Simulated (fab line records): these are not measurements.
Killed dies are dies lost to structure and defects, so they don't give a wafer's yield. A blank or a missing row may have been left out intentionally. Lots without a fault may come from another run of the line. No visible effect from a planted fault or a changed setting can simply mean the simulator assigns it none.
Matching of chambers + flow nand-harc + 4 sister chambers for NHARC_A_SGD_CUT_ETCH_58 on rie-diel-05
The step etches the open film in CF4, target depth 39 nm, time 65 s. 14 wafers are shown with their chamber, then 7 later ones without.

== WAFERS PAIRED WITH THEIR CHAMBERS ==
| wafer  | chamber | drypump-motor-current-A (A) | rf-vpp-V (V) | oes-product-au (a.u.) |
|--------|---------|-----------------------------|--------------|-----------------------|
| L074.1 | 1       | 6.4                         | 152.2        | 1.005                 |
| L074.2 | 2       | 4.7                         | 150.9        | 0.996                 |
| L074.6 | 1       | 6.4                         | 151.5        | 1.013                 |
| L077.1 | 0       | 4.7                         | 149.1        | 0.996                 |
| L077.5 | 0       | 4.7                         | 149.9        | 0.983                 |
| L077.6 | 1       | 6.3                         | 151.4        | 1.003                 |
| L080.3 | 2       | 4.7                         | 149.9        | 1.009                 |
| L080.5 | 2       | 4.7                         | 150.6        | 1.004                 |
| L080.6 | 0       | 4.7                         | 149.8        | 0.989                 |
| L078.2 | 1       | 6.3                         | 151.4        | 1.011                 |
| L078.3 | 2       | 4.7                         | 149.6        | 1.008                 |
| L078.4 | 2       | 4.7                         | 150.5        | 1.014                 |
| L084.2 | 3       | 6.4                         | 152.0        | 1.001                 |
| L084.4 | 0       | 4.7                         | 151.5        | 0.992                 |

SIGNATURES (means of the wafers above)
| reading                 | chamber 0 | chamber 1 | chamber 2 | chamber 3 | scatter within a chamber |
|-------------------------|-----------|-----------|-----------|-----------|--------------------------|
| drypump-motor-current-A | 4.700     | 6.350     | 4.700     | 6.400     | 0.0316                   |
| rf-vpp-V                | 150.075   | 151.625   | 150.300   | 152.000   | 0.684                    |
| oes-product-au          | 0.99000   | 1.00800   | 1.00620   | 1.00100   | 0.00582                  |
Rule: for a wafer and a chamber, the distance is found by dividing, reading by reading, the gap between the wafer's reading and the chamber's mean by the reading's scatter, squaring, summing and taking the root. If the next closest chamber is less than 2 further off than the closest, the wafer can't be placed; otherwise it belongs to the closest. How the scatter is found: for the shown wafers, subtract from each reading the mean of its chamber, square and add these, divide the total by (wafers less chambers), then take the root.

== WAFERS WITH NO CHAMBER GIVEN ==
| wafer  | drypump-motor-current-A (A) | rf-vpp-V (V) | oes-product-au (a.u.) |
|--------|-----------------------------|--------------|-----------------------|
| L084.6 | 6.4                         | 151.1        | 1.003                 |
| L088.4 | 6.4                         | 151.6        | 1.014                 |
| L088.5 | 4.7                         | 150.2        | 1.009                 |
| L088.6 | 6.4                         | 150.2        | 1.009                 |
| L094.1 | 6.4                         | 151.3        | 1.003                 |
| L094.2 | 6.4                         | 150.9        | 1.013                 |
| L094.6 | 6.4                         | 149.8        | 1.007                 |

== THE CHAMBER EACH PASSED THROUGH ==
| wafer  | from the rows above     | in truth                   |
|--------|-------------------------|----------------------------|
| L084.6 | can't be placed: 3 or 1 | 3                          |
| L088.4 | can't be placed: 1 or 3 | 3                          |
| L088.5 | 2                       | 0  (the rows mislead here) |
| L088.6 | can't be placed: 1 or 3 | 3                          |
| L094.1 | can't be placed: 3 or 1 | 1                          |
| L094.2 | can't be placed: 1 or 3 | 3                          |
| L094.6 | can't be placed: 1 or 3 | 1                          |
Placed correctly: 0 of 7. These rows do not allow placing 6 (true chamber among the candidates in 6). Placed wrongly: 1.
